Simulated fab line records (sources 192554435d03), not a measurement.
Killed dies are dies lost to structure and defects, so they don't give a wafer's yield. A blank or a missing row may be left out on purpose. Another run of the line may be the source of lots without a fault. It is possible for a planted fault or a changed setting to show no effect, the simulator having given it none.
fab line records	flow n5_finfet	part 1 of 2: steps 1 to 19 of 30
record: lots: 5	wafers: 15	last_day: 19
route steps=1938 shown MOL_CONTACT_COAG@615 BEOL_M0_SAQP@632
lots untouched by any fault: they come from a run of this same line in which no faults occurred
start_h: start of the lot's first displayed wafer, in hours after the record's first day	wait_h: time in hours since the lot's previous step	" as in the row above	L1.1+2: a row that stands for several wafers	- no value, or no start was given	* or withheld: withheld	< > ~ a bound
route shown NAME@n: names a module that has steps shown in the file, with the first one's number in the route	usual: average and standard deviation across the fault-free wafers	same: alike in all rows	chamber/n: place in a boat	sites: each site's reading	_std_site: their standard deviation	_edge_site: mean of outer sites minus mean of inner sites	radius_mm: how far each site lies from the wafer's centre	mask NAME#n: copy n	behind: the tool/chamber that last shaped the wafer	hold: why the lot was held/for how many hours/how that ended	device: the transistor (n, p or np) that didn't switch	end of line: the route-end tests of the same wafers	for a step that has no rows: nothing shown but its recipe	killed: dies lost to structure and defects at the first sort, not the wafer's yield	map: dies across one wafer; x = killed, . = not, _ = none there
set.NAME: the run value of the setting; set.NAME@STEP: its run value at that earlier step	model.NAME: the simulator's own value behind a step, which no gauge read
lots seen at some steps along the route; tables by step, rows by wafer
services: from which hour (start_h, from the record's first day; less than 0 if before it) a tool's chamber was out of use, for how many hours, and why
== steps ==
step: N5_MOL_CONTACT_COAG_VIA_ETCH_117
recipe: chemistry: C4F6/O2	target_depth_a: 400	overetch_a: 80	mask_material: SOC	target: SiO2	bias_w: 455	pressure_mtorr: 10	time_s: 26	source_w: 325	Ar_flow_sccm: 300	C4F6_flow_sccm: 10	O2_flow_sccm: 10	ion_energy_ev: 575.3	ends: end_point
usual: O2_flow_sccm: 10.00/0.032	drypump_motor_current_A: 5.73/0.26	oes_product_au: 0.74/0.079	rf_vpp_V: 1588/28	showerhead_plenum_p_Torr: 2.89/0.086	throttle_valve_pct: 41.0/0.44
lot.wafer	tool	chamber	start_h	wait_h	O2_flow_sccm	drypump_motor_current_A	oes_product_au	rf_hours_counter_h	rf_vpp_V	showerhead_plenum_p_Torr	throttle_valve_pct
L079.1	rie_diel-05	1	139.29	0.0	10.05	5.81	0.89	0	1587	2.91	40.4
L079.3	"	2	"	"	9.97	6.15	0.77	57	1569	2.88	41.1
L079.5	"	0	"	"	10.02	5.56	0.71	-	1588	2.85	40.5
L086.1	rie_diel-06	1	171.59	0.0	10.06	5.61	0.75	76	1614	2.78	41.2
L086.5	"	0	"	"	10.05	5.57	0.75	-	1585	2.99	41.1
L086.6	"	3	"	"	9.97	5.26	0.62	-	1562	2.92	41.0
L088.1	rie_diel-04	1	187.34	0.0	10.00	6.06	0.82	12	1583	2.89	40.6
L088.3	"	2	"	"	10.03	5.47	0.62	223	1567	2.70	41.9
L088.4	"	3	"	"	9.99	6.02	0.76	47	1651	3.02	41.3
L091.1	rie_diel-05	2	203.05	0.0	9.97	6.14	0.73	81	1567	2.87	41.1
L091.2	"	1	"	"	10.01	5.81	0.81	24	1586	2.90	40.4
L091.5	"	2	"	"	9.97	6.15	0.74	-	1566	2.87	41.1
L094.4	rie_diel-05	1	225.89	0.0	9.98	5.79	0.80	32	1587	2.90	40.4
L094.5	"	2	"	"	10.04	6.14	0.73	-	1568	2.86	41.2
L094.6	"	1	"	"	9.98	5.80	0.80	-	1587	2.90	40.4
step: N5_MOL_CONTACT_COAG_ETCH_124
recipe: chemistry: CH3F/O2	target: SiNx	target_depth_a: 65	mask_material: SOC	stop_on: SiOC	over_etch_frac: 0.3	ion_energy_ev: 120	pressure_mtorr: 30	source_w: 395	bias_w: 73	Ar_flow_sccm: 150	CH3F_flow_sccm: 30	O2_flow_sccm: 20	ends: end_point
usual: O2_flow_sccm: 19.99/0.062	drypump_motor_current_A: 5.73/0.26	oes_product_au: 0.70/0.077	rf_vpp_V: 297/5.6	showerhead_plenum_p_Torr: 2.04/0.063	throttle_valve_pct: 16.21/0.28
lot.wafer	tool	chamber	start_h	wait_h	O2_flow_sccm	drypump_motor_current_A	oes_product_au	rf_hours_counter_h	rf_vpp_V	showerhead_plenum_p_Torr	throttle_valve_pct
L079.1	rie_diel-05	1	139.32	0.0	19.99	5.80	0.84	0	298	2.05	15.76
L079.3	"	2	"	"	19.98	6.14	0.73	57	292	2.02	16.40
L079.5	"	0	"	"	19.98	5.58	0.68	-	296	2.01	15.99
L086.1	rie_diel-06	1	171.62	0.0	19.98	5.63	0.71	76	303	1.95	16.12
L086.5	"	0	"	"	19.82	5.55	0.73	-	295	2.12	16.30
L086.6	"	3	"	"	19.97	5.26	0.59	-	293	2.06	16.30
L088.1	rie_diel-04	1	187.37	0.0	19.97	6.03	0.80	12	296	2.04	16.11
L088.3	"	2	"	"	20.07	5.46	0.59	223	294	1.90	16.79
L088.4	"	3	"	"	19.92	6.03	0.74	47	311	2.13	16.28
L091.1	rie_diel-05	2	203.08	0.0	19.98	6.15	0.70	81	292	2.02	16.45
L091.2	"	1	"	"	19.90	5.81	0.77	24	298	2.04	15.80
L091.5	"	2	"	"	19.92	6.14	0.71	-	294	2.02	16.46
L094.4	rie_diel-05	1	225.92	0.0	19.96	5.79	0.76	32	296	2.04	15.82
L094.5	"	2	"	"	20.08	6.13	0.70	-	293	2.01	16.49
L094.6	"	1	"	"	19.97	5.81	0.76	-	297	2.04	15.83
step: N5_MOL_CONTACT_COAG_ETCH_48
recipe: chemistry: C4F6/O2	target_depth_a: 150	overetch_a: 45	mask_material: SOC	target: SiOC	bias_w: 465	pressure_mtorr: 10	time_s: 17	source_w: 335	Ar_flow_sccm: 300	C4F6_flow_sccm: 10	O2_flow_sccm: 10	ion_energy_ev: 576
usual: O2_flow_sccm: 10.000/0.028	drypump_motor_current_A: 5.73/0.26	oes_product_au: 0.68/0.08	rf_vpp_V: 1589/28	showerhead_plenum_p_Torr: 2.89/0.086	throttle_valve_pct: 40.6/0.42
lot.wafer	tool	chamber	start_h	wait_h	O2_flow_sccm	drypump_motor_current_A	oes_product_au	rf_hours_counter_h	rf_vpp_V	showerhead_plenum_p_Torr	throttle_valve_pct
L079.1	rie_diel-05	1	139.36	0.0	10.044	5.81	0.89	0	1588	2.91	39.9
L079.3	"	2	"	"	10.011	6.12	0.75	57	1570	2.88	40.7
L079.5	"	0	"	"	9.999	5.60	0.65	-	1589	2.85	40.1
L086.1	rie_diel-06	1	171.66	0.0	9.919	5.61	0.65	76	1615	2.78	40.7
L086.5	"	0	"	"	10.017	5.57	0.74	-	1586	2.99	40.7
L086.6	"	3	"	"	10.044	5.26	0.59	-	1565	2.92	40.6
L088.1	rie_diel-04	1	187.41	0.0	9.991	6.03	0.77	12	1587	2.89	40.1
L088.3	"	2	"	"	9.993	5.44	0.61	223	1570	2.70	41.5
L088.4	"	3	"	"	10.014	6.03	0.74	47	1652	3.02	40.9
L091.1	rie_diel-05	2	203.12	0.0	9.948	6.14	0.73	81	1568	2.87	40.7
L091.2	"	1	"	"	10.010	5.80	0.76	24	1588	2.90	39.9
L091.5	"	2	"	"	9.946	6.14	0.71	-	1569	2.87	40.7
L094.4	rie_diel-05	1	225.96	0.0	10.002	5.78	0.66	32	1587	2.90	39.9
L094.5	"	2	"	"	9.991	6.14	0.61	-	1569	2.86	40.7
L094.6	"	1	"	"	10.030	5.82	0.69	-	1588	2.90	39.9
step: N5_MOL_CONTACT_COAG_STRIP_72
recipe: chemistry: N2/H2	power_w: 450	temp_c: 40	pressure_mtorr: 20	rf_frequency_hz: 6e+07	overash_fraction: 3	bias_power_w: 7	h2_frac: 0.5	n2_flow_sccm: 200	h2_flow_sccm: 200
usual: drypump_motor_current_A: 5.74/0.26	oes_product_au: 0.83/0.094	power_w: 450.0/1.5	rf_vpp_V: 59.2/2	showerhead_plenum_p_Torr: 2.58/0.08	throttle_valve_pct: 23.6/0.39
lot.wafer	tool	chamber	start_h	wait_h	drypump_motor_current_A	oes_product_au	power_w	rf_hours_counter_h	rf_vpp_V	showerhead_plenum_p_Torr	throttle_valve_pct
L079.1	rie_diel-05	1	139.41	0.0	5.81	0.99	449.4	0	59.8	2.60	22.9
L079.3	"	2	"	"	6.14	0.85	449.0	57	59.1	2.58	23.8
L079.5	"	0	"	"	5.62	0.79	449.3	-	60.9	2.55	23.3
L086.1	rie_diel-06	1	171.72	0.0	5.63	0.82	448.9	76	56.6	2.47	23.8
L086.5	"	0	"	"	5.58	0.87	448.3	-	57.5	2.70	23.7
L086.6	"	3	"	"	5.26	0.69	450.4	-	63.4	2.60	23.6
L088.1	rie_diel-04	1	187.46	0.0	6.08	0.95	448.6	12	61.2	2.59	23.4
L088.3	"	2	"	"	5.47	0.68	451.5	223	60.8	2.41	24.3
L088.4	"	3	"	"	6.04	0.88	450.4	47	59.1	2.70	23.6
L091.1	rie_diel-05	2	203.17	0.0	6.16	0.83	448.7	81	59.3	2.57	23.8
L091.2	"	1	"	"	5.81	0.88	449.7	24	59.2	2.59	22.9
L091.5	"	2	"	"	6.14	0.82	449.1	-	59.3	2.57	23.8
L094.4	rie_diel-05	1	226.01	0.0	5.82	0.87	448.5	32	56.2	2.58	23.0
L094.5	"	2	"	"	6.13	0.84	452.8	-	58.8	2.57	23.8
L094.6	"	1	"	"	5.79	0.88	448.2	-	60.8	2.58	22.9
step: N5_MOL_CONTACT_COAG_STRIP_49
recipe: chemistry: N2/H2	time_s: 30	power_w: 1000	temp_c: 250	pressure_mtorr: withheld	n2_flow_sccm: 1750	h2_flow_sccm: 3250
usual: drypump_motor_current_A: 5.43/0.11	heater_power_w: 334/10
lot.wafer	tool	chamber	start_h	wait_h	drypump_motor_current_A	heater_power_w	rf_hours_counter_h
L079.1	plasma_asher-02	1	139.49	-	5.38	341	98
L079.3	"	0	"	"	5.45	339	-
L079.5	"	1	"	"	5.39	337	-
L086.1	plasma_asher-01	0	171.80	-	5.57	340	52
L086.5	"	0	"	"	5.58	344	-
L086.6	"	1	"	"	5.27	315	-
L088.1	plasma_asher-02	1	187.54	-	5.38	337	107
L088.3	"	0	"	"	5.41	343	-
L088.4	"	1	"	"	5.40	334	-
L091.1	plasma_asher-01	1	203.25	-	5.28	316	58
L091.2	"	0	"	"	5.60	335	58
L091.5	"	0	"	"	5.58	336	-
L094.4	plasma_asher-02	1	226.12	-	5.37	353	-
L094.5	"	0	"	"	5.46	334	-
L094.6	"	1	"	"	5.38	338	-
step: N5_MOL_CONTACT_COAG_PRECLEAN_138
recipe: chemistry: alkaline_clean	temp_c: 60	time_s: 60	do_ppb: 50
lot.wafer	tool	chamber	start_h	wait_h
L079.1+3+5	wet_bench-04	1,2,0	139.58	0.1
L086.1+5+6	wet_bench-06	2,6,3	171.88	0.1
L088.1+3+4	wet_bench-06	1,7,5	187.63	0.1
L091.1+2+5	wet_bench-06	7,4,0	203.34	0.1
L094.4+5+6	wet_bench-05	5,3,4	226.18	0.0
step: N5_MOL_CONTACT_COAG_SRD_139
recipe: dry: ipa_marangoni	time_s: 30	temp_c: 23	rinse_liquid: diw
lot.wafer	tool	chamber	start_h	wait_h
L079.1+3+5	wet_bench-04	1,2,0	139.60	0.0
L086.1+5+6	wet_bench-06	2,6,3	171.91	0.0
L088.1+3+4	wet_bench-06	1,7,5	187.65	0.0
L091.1+2+5	wet_bench-06	7,4,0	203.36	0.0
L094.4+5+6	wet_bench-05	5,3,4	226.20	0.0
step: N5_MOL_CONTACT_COAG_CD_MEAS_101
recipe: target_cd_nm: 16
usual: cd_nm: 15.9/0.35
lot.wafer	tool	chamber	start_h	wait_h	cd_nm
L079.1	cd_sem-03	-	139.64	0.0	16.6
L079.3	"	-	"	"	16.5
L079.5	"	-	"	"	15.5
L086.1	cd_sem-02	-	171.95	0.0	15.8
L086.5	"	-	"	"	15.3
L086.6	"	-	"	"	15.6
L088.1	cd_sem-03	-	187.69	0.0	16.3
L088.3	"	-	"	"	15.7
L088.4	"	-	"	"	16.1
L091.1	cd_sem-02	-	203.40	0.0	16.3
L091.2	"	-	"	"	16.2
L091.5	"	-	"	"	15.9
L094.4	cd_sem-03	-	226.25	0.0	16.3
L094.5	"	-	"	"	15.1
L094.6	"	-	"	"	16.3
step: N5_MOL_CONTACT_COAG_PRE_CLEAN_121
recipe: gas: H2/He	time_s: *	temp_c: withheld
lot.wafer	tool	chamber	start_h	wait_h
L079.1+3+5	cvd_w-01	1,0,1	139.69	0.0
L086.1+5+6	cvd_w-01	0,1,0	171.99	0.0
L088.1+3+4	cvd_w-01	0,1,0	187.73	0.0
L091.1+2+5	cvd_w-01	1,0,0	203.44	0.0
L094.4+5+6	cvd_w-02	1,1,0	226.32	0.1
step: N5_MOL_CONTACT_COAG_CVD_140
recipe: material: W	target_thk_a: 665	mode: selective_fill	temp_c: 300	time_s: 215
usual: heater_power_w: 467/34	susceptor_temp_C: 300.00/0.2
lot.wafer	tool	chamber	start_h	wait_h	heater_power_w	susceptor_temp_C
L079.1	cvd_w-01	1	139.78	0.1	487	299.91
L079.3	"	0	"	"	417	300.22
L079.5	"	1	"	"	486	299.84
L086.1	cvd_w-01	0	172.08	0.1	426	299.82
L086.5	"	1	"	"	490	300.25
L086.6	"	0	"	"	425	299.96
L088.1	cvd_w-01	0	187.82	0.1	427	299.98
L088.3	"	1	"	"	485	300.23
L088.4	"	0	"	"	432	299.97
L091.1	cvd_w-01	1	203.53	0.1	493	299.70
L091.2	"	0	"	"	432	300.08
L091.5	"	0	"	"	437	300.28
L094.4	cvd_w-02	1	226.46	0.1	467	299.95
L094.5	"	1	"	"	455	299.94
L094.6	"	0	"	"	519	300.06
step: N5_MOL_CONTACT_COAG_PRECLEAN_127
recipe: chemistry: DIW	time_s: 57.5	temp_c: 23
lot.wafer	tool	chamber	start_h	wait_h
L079.1+3+5	wet_bench-05	7,3,2	140.05	0.2
L086.1+5+6	wet_bench-05	0,6,7	172.35	0.2
L088.1+3+4	wet_bench-06	1,0,6	188.09	0.2
L091.1+2+5	wet_bench-06	7,2,1	203.80	0.2
L094.4+5+6	wet_bench-06	3,7,6	226.65	0.1
step: N5_MOL_CONTACT_COAG_SRD_128
recipe: dry_time_s: 32	dry: n2_spin	spin_rpm: 1500
lot.wafer	tool	chamber	start_h	wait_h
L079.1+3+5	wet_bench-05	7,3,2	140.06	0.0
L086.1+5+6	wet_bench-05	0,6,7	172.37	0.0
L088.1+3+4	wet_bench-06	1,0,6	188.11	0.0
L091.1+2+5	wet_bench-06	7,2,1	203.82	0.0
L094.4+5+6	wet_bench-06	3,7,6	226.67	0.0
step: N5_MOL_CONTACT_COAG_CMP_52
recipe: stop_on: SiO2	t_overpolish_s: 1.5	post_cmp_clean: w_dilute_nh4oh	down_force_psi: 4	platen_rpm: 50.289	pad_velocity_m_s: 1.0006	target_thk_nm: 66.5
usual: motor_current_A: 11.8/1.5	overpolish_run_s: 1.500/0.0086	time_to_endpoint_s: 13.2/2.3
lot.wafer	tool	chamber	start_h	wait_h	motor_current_A	overpolish_run_s	time_to_endpoint_s
L079.1	cmp-03	0	140.10	0.0	16.3	1.484	10.5
L079.3	"	3	"	"	10.1	1.491	12.8
L079.5	"	1	"	"	12.3	1.492	10.8
L086.1	cmp-02	3	172.47	0.1	12.1	1.493	12.3
L086.6	"	1	"	"	10.3	1.503	11.4
L086.5	"	2	"	"	11.3	1.501	10.7
L088.4	cmp-02	3	188.14	0.0	12.6	1.514	16.8
L088.1	"	0	"	"	13.3	1.514	15.3
L088.3	"	2	"	"	11.0	1.487	10.5
L091.2	cmp-01	0	203.85	0.0	10.5	1.498	12.1
L091.1	"	3	"	"	10.6	1.492	14.5
L091.5	"	0	"	"	10.3	1.488	12.9
L094.4	cmp-01	0	226.77	0.1	10.2	1.496	14.4
L094.5	"	2	"	"	10.6	1.514	12.0
L094.6	"	3	"	"	10.7	1.502	14.9
step: N5_MOL_CONTACT_COAG_THK_MEAS_53
recipe: reads: SiO2_of_MOL_CONTACT_COAG_PECVD_31
usual: VIA_MOL_THK: 43.9/0.66
lot.wafer	tool	chamber	start_h	wait_h	VIA_MOL_THK[nm]
L079.1	film_metro-01	-	140.39	-	43.9
L079.3	"	-	"	"	44.6
L079.5	"	-	"	"	44.7
L086.1	film_metro-02	-	172.69	-	44.0
L086.5	"	-	"	"	45.0
L086.6	"	-	"	"	45.0
L088.1	film_metro-02	-	188.43	-	42.9
L088.3	"	-	"	"	43.6
L088.4	"	-	"	"	43.7
L091.1	film_metro-01	-	204.15	-	43.4
L091.2	"	-	"	"	43.6
L091.5	"	-	"	"	44.3
L094.4	film_metro-01	-	227.00	-	44.5
L094.5	"	-	"	"	44.5
L094.6	"	-	"	"	44.6
step: N5_MOL_CONTACT_COAG_ANNEAL_112
recipe: temp_c: 400	time_s: 1800	ambient: HPD2	pressure_atm: 10
usual: spike_tc_top_C: 430.7/1	wafer_temp_C_max: 402.2/0.44	zone_power_centre_pct: 9.09/0.091	zone_power_upper_pct: 9.06/0.093
lot.wafer	tool	chamber	start_h	wait_h	spike_tc_top_C	wafer_temp_C_max	zone_power_centre_pct	zone_power_upper_pct
L079.1	hp_anneal-01	0	140.42	0.0	429.6	402.0	9.10	9.13
L079.3	"	0	"	"	431.2	402.3	9.13	9.03
L079.5	"	0	"	"	430.6	402.2	8.94	9.17
L086.1	hp_anneal-01	0	172.72	0.0	431.6	402.4	8.98	9.03
L086.5	"	0	"	"	432.0	402.2	9.07	8.96
L086.6	"	0	"	"	430.8	402.4	9.03	9.06
L088.1	hp_anneal-01	0	188.46	0.0	431.4	401.8	9.13	9.06
L088.3	"	0	"	"	430.0	402.6	9.07	9.17
L088.4	"	0	"	"	431.8	403.3	9.07	9.14
L091.1	hp_anneal-01	0	204.17	0.0	430.3	402.5	9.02	9.15
L091.2	"	0	"	"	430.6	401.9	8.99	8.99
L091.5	"	0	"	"	430.4	402.5	9.12	9.09
L094.4	hp_anneal-01	0	227.02	0.0	430.5	402.6	9.07	8.88
L094.5	"	0	"	"	430.6	401.8	9.15	8.93
L094.6	"	0	"	"	431.4	402.6	9.08	9.18
step: N5_MOL_CONTACT_COAG_INSPECT_97
recipe: inspect_instrument: darkfield	mode: post_anneal
usual: raw_defect_count: 41/17
lot.wafer	tool	chamber	start_h	wait_h	raw_defect_count
L079.1	defect_inspect-01	-	143.44	0.0	20
L079.3	"	-	"	"	38
L079.5	"	-	"	"	88
L086.1	defect_inspect-02	-	175.74	0.0	36
L086.5	"	-	"	"	44
L086.6	"	-	"	"	48
L088.1	defect_inspect-01	-	191.49	0.0	35
L088.3	"	-	"	"	30
L088.4	"	-	"	"	25
L091.1	defect_inspect-02	-	207.20	0.0	45
L091.2	"	-	"	"	39
L091.5	"	-	"	"	55
L094.4	defect_inspect-02	-	230.10	0.1	19
L094.5	"	-	"	"	34
L094.6	"	-	"	"	25
step: N5_BEOL_M0_SAQP_PECVD_00
recipe: material: SiCN	target_thk_a: 80	temp_c: withheld	precursor: 3MS/NH3	pressure_torr: 3	rf_w: 202	time_s: 14
usual: showerhead_plenum_p_Torr: 3.663/0.011	throttle_valve_pct: 8.9/0.56
lot.wafer	tool	chamber	start_h	wait_h	showerhead_plenum_p_Torr	throttle_valve_pct
L079.1	pecvd-02	0	143.77	0.2	3.661	9.9
L079.3	"	2	"	"	3.652	8.6
L079.5	"	1	"	"	3.668	8.6
L086.1	pecvd-02	1	176.08	0.2	3.670	8.8
L086.5	"	0	"	"	3.651	9.4
L086.6	"	1	"	"	3.687	8.7
L088.1	pecvd-02	1	191.82	0.2	3.669	8.6
L088.3	"	0	"	"	3.660	9.6
L088.4	"	2	"	"	3.659	8.3
L091.1	pecvd-02	2	207.53	0.2	3.654	8.4
L091.2	"	0	"	"	3.645	10.0
L091.5	"	2	"	"	3.650	8.2
L094.4	pecvd-03	0	230.39	0.1	3.680	9.7
L094.5	"	0	"	"	3.674	9.8
L094.6	"	1	"	"	3.679	8.7
step: N5_BEOL_M0_SAQP_ILD_DEP_01
recipe: material: SiOC	target_thk_a: 454.19	temp_c: 350	precursor: DEMS/O2	pressure_torr: 5	rf_w: 500	time_s: 8.7
usual: heater_power_w: 496/70	showerhead_plenum_p_Torr: 5.693/0.012	susceptor_temp_C: 350.02/0.19	throttle_valve_pct: 11.8/0.72
lot.wafer	tool	chamber	start_h	wait_h	heater_power_w	showerhead_plenum_p_Torr	susceptor_temp_C	throttle_valve_pct
L079.1	pecvd-02	0	143.80	0.0	529	5.676	349.84	13.2
L079.3	"	2	"	"	590	5.668	350.30	11.2
L079.5	"	1	"	"	600	5.686	350.16	11.8
L086.1	pecvd-02	1	176.10	0.0	587	5.691	349.89	11.0
L086.5	"	0	"	"	527	5.692	349.86	13.0
L086.6	"	1	"	"	565	5.689	349.72	11.4
L088.1	pecvd-02	1	191.84	0.0	596	5.703	349.97	11.5
L088.3	"	0	"	"	512	5.677	350.12	12.7
L088.4	"	2	"	"	594	5.673	349.67	10.8
L091.1	pecvd-02	2	207.56	0.0	534	5.678	350.32	11.2
L091.2	"	0	"	"	564	5.688	349.91	13.0
L091.5	"	2	"	"	541	5.680	350.00	11.1
L094.4	pecvd-03	0	230.43	0.0	502	5.698	349.61	12.8
L094.5	"	0	"	"	506	5.706	349.72	12.9
L094.6	"	1	"	"	389	5.703	349.84	11.8
step: N5_BEOL_M0_SAQP_HM_DEP_02
recipe: material: TiN	target_thk_a: 120	temp_c: 25	chamber_pressure_pa: 0.49996
usual: susceptor_temp_C: 25.00/0.11	throttle_valve_pct: 30.7/0.98
lot.wafer	tool	chamber	start_h	wait_h	susceptor_temp_C	throttle_valve_pct
L079.1	pvd_sputter-03	-	144.70	0.9	24.90	28.7
L079.3	"	-	"	"	24.78	30.5
L079.5	"	-	"	"	24.98	31.2
L086.1	pvd_sputter-01	-	176.53	0.4	24.92	30.6
L086.5	"	-	"	"	25.06	32.3
L086.6	"	-	"	"	24.87	29.6
L088.1	pvd_sputter-01	-	191.90	0.0	24.97	30.6
L088.3	"	-	"	"	25.10	29.8
L088.4	"	-	"	"	25.15	30.9
L091.1	pvd_sputter-01	-	208.40	0.8	24.82	30.8
L091.2	"	-	"	"	24.81	32.0
L091.5	"	-	"	"	25.08	30.6
L094.4	pvd_sputter-03	-	232.67	2.2	25.05	28.8
L094.5	"	-	"	"	24.82	30.5
L094.6	"	-	"	"	24.96	31.6
